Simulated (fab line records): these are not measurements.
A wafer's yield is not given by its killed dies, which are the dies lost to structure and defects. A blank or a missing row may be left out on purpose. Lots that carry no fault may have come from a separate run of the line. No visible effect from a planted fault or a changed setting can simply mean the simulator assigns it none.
Matching of chambers / flow n5_finfet / 3 sister chambers for N5_PASSIVATION_PECVD_35 on pecvd-02
The step deposits SiNx from SiH4/NH3/N2, target thk 700 nm, time 151.3 s. 6 wafers are shown with their chamber, then 8 later ones without.

== WAFERS WITH THEIR CHAMBER ==
wafer=L075.6; chamber=0; throttle_valve_pct (%)=30.0; showerhead_plenum_p_Torr (Torr)=8.65
wafer=L079.5; chamber=0; throttle_valve_pct (%)=29.9; showerhead_plenum_p_Torr (Torr)=8.66
wafer=L080.6; chamber=1; throttle_valve_pct (%)=31.5; showerhead_plenum_p_Torr (Torr)=8.68
wafer=L093.3; chamber=1; throttle_valve_pct (%)=31.6; showerhead_plenum_p_Torr (Torr)=8.64
wafer=L093.4; chamber=2; throttle_valve_pct (%)=29.2; showerhead_plenum_p_Torr (Torr)=8.71
wafer=L096.1; chamber=2; throttle_valve_pct (%)=29.4; showerhead_plenum_p_Torr (Torr)=8.70

== WAFERS WITHOUT THEIR CHAMBER ==
wafer=L096.2; throttle_valve_pct (%)=30.1; showerhead_plenum_p_Torr (Torr)=8.66
wafer=L096.3; throttle_valve_pct (%)=31.5; showerhead_plenum_p_Torr (Torr)=8.67
wafer=L096.4; throttle_valve_pct (%)=31.7; showerhead_plenum_p_Torr (Torr)=8.66
wafer=L096.5; throttle_valve_pct (%)=29.5; showerhead_plenum_p_Torr (Torr)=8.70
wafer=L096.6; throttle_valve_pct (%)=30.1; showerhead_plenum_p_Torr (Torr)=8.67
wafer=L097.3; throttle_valve_pct (%)=31.5; showerhead_plenum_p_Torr (Torr)=8.64
wafer=L097.4; throttle_valve_pct (%)=29.5; showerhead_plenum_p_Torr (Torr)=8.71
wafer=L097.5; throttle_valve_pct (%)=31.7; showerhead_plenum_p_Torr (Torr)=8.67

== WHICH CHAMBER EACH ONE RAN IN ==
wafer=L096.2; from the rows above=0; in truth=0
wafer=L096.3; from the rows above=1; in truth=1
wafer=L096.4; from the rows above=1; in truth=1
wafer=L096.5; from the rows above=2; in truth=2
wafer=L096.6; from the rows above=0; in truth=0
wafer=L097.3; from the rows above=1; in truth=1
wafer=L097.4; from the rows above=2; in truth=2
wafer=L097.5; from the rows above=1; in truth=1
Placed correctly: 8 of 8. Can't be placed from these rows: 0. Placed wrongly: 0.
How it was worked out, from the rows above alone: a wafer's distance from a chamber is the root of the sum, over the readings, of the square of ((its reading less the chamber's mean) divided by the reading's scatter). If the next closest chamber is less than 2 further off than the closest, the wafer can't be placed; otherwise it belongs to the closest. The mean given for a chamber averages the wafers shown for that chamber. The scatter: take each reading less its chamber's mean, square it, sum over the shown wafers, divide by the number of wafers less the number of chambers, and take the root.
